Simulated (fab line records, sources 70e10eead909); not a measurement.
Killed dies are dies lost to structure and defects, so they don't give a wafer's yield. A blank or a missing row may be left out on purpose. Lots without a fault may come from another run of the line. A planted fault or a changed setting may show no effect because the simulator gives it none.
Chamber matching | flow nand_harc | NHARC_A_STAIRCASE_ETCHBACK_422 on rie_diel-02: 4 sister chambers
The step etches the open film in CH3F/O2, target depth 40 nm, time 74.286 s. 22 wafers are shown with their chamber, then 11 later ones without.

WAFERS WITH THEIR CHAMBER
wafer  | chamber | showerhead_plenum_p_Torr (Torr) | rf_vpp_V (V) | rf_fwd_power_W (W)
L074.1 | 3       | 2.35                            | 242.0        | 497.8
L074.5 | 3       | 2.35                            | 241.2        | 496.6
L074.6 | 0       | 2.64                            | 246.6        | 496.8
L075.1 | 2       | 2.51                            | 246.7        | 494.6
L075.2 | 0       | 2.64                            | 248.0        | 497.0
L075.4 | 3       | 2.35                            | 242.5        | 497.7
L076.3 | 0       | 2.64                            | 247.9        | 494.6
L076.4 | 3       | 2.34                            | 242.6        | 495.2
L076.5 | 0       | 2.64                            | 248.3        | 496.6
L077.1 | 0       | 2.64                            | 247.3        | 496.8
L077.2 | 1       | 2.32                            | 242.7        | 494.7
L077.3 | 3       | 2.34                            | 243.5        | 496.9
L077.4 | 2       | 2.51                            | 244.1        | 491.5
L077.5 | 1       | 2.32                            | 241.3        | 495.6
L077.6 | 2       | 2.51                            | 245.2        | 494.6
L079.1 | 2       | 2.50                            | 245.7        | 493.9
L079.4 | 1       | 2.32                            | 242.5        | 492.9
L079.5 | 3       | 2.34                            | 242.5        | 495.9
L086.2 | 0       | 2.63                            | 246.7        | 497.3
L086.3 | 3       | 2.34                            | 241.8        | 497.1
L086.4 | 1       | 2.31                            | 242.4        | 494.7
L087.1 | 0       | 2.63                            | 246.7        | 498.1

SIGNATURES (means of the wafers above)
reading                  | chamber 0 | chamber 1 | chamber 2 | chamber 3 | scatter within a chamber
showerhead_plenum_p_Torr | 2.6371    | 2.3175    | 2.5075    | 2.3443    | 0.00508
rf_vpp_V                 | 247.357   | 242.225   | 245.425   | 242.300   | 0.778
rf_fwd_power_W           | 496.743   | 494.475   | 493.650   | 496.743   | 1.12
Rule: a wafer's distance from a chamber is the root of the sum, over the readings, of the square of ((its reading less the chamber's mean) divided by the reading's scatter). The wafer belongs to the nearest chamber; if the next one is less than 2 further off, it can't be placed. The scatter: the root of (the sum of the squares of (reading less its chamber's mean) over the shown wafers, divided by (wafers less chambers)).

WAFERS WITHOUT THEIR CHAMBER
wafer  | showerhead_plenum_p_Torr (Torr) | rf_vpp_V (V) | rf_fwd_power_W (W)
L087.2 | 2.31                            | 241.8        | 493.8
L087.3 | 2.34                            | 241.9        | 498.0
L089.2 | 2.33                            | 242.3        | 493.9
L089.4 | 2.62                            | 245.9        | 495.0
L089.5 | 2.50                            | 246.2        | 493.3
L091.3 | 2.62                            | 246.6        | 498.6
L091.4 | 2.49                            | 245.6        | 494.8
L091.6 | 2.62                            | 245.4        | 498.4
L095.1 | 2.31                            | 242.0        | 493.7
L095.4 | 2.62                            | 246.6        | 495.8
L095.6 | 2.33                            | 242.9        | 497.2

WHICH CHAMBER EACH WENT THROUGH
wafer  | from the rows above     | in truth
L087.2 | 1                       | 1
L087.3 | 3                       | 3
L089.2 | can't be placed: 1 or 3 | 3
L089.4 | 0                       | 0
L089.5 | 2                       | 2
L091.3 | 0                       | 0
L091.4 | 2                       | 2
L091.6 | 0                       | 0
L095.1 | 1                       | 1
L095.4 | 0                       | 0
L095.6 | can't be placed: 3 or 1 | 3
Placed correctly: 9 of 11. Can't be placed from these rows: 2 (the true chamber is among the candidates in 2). Placed wrongly: 0.
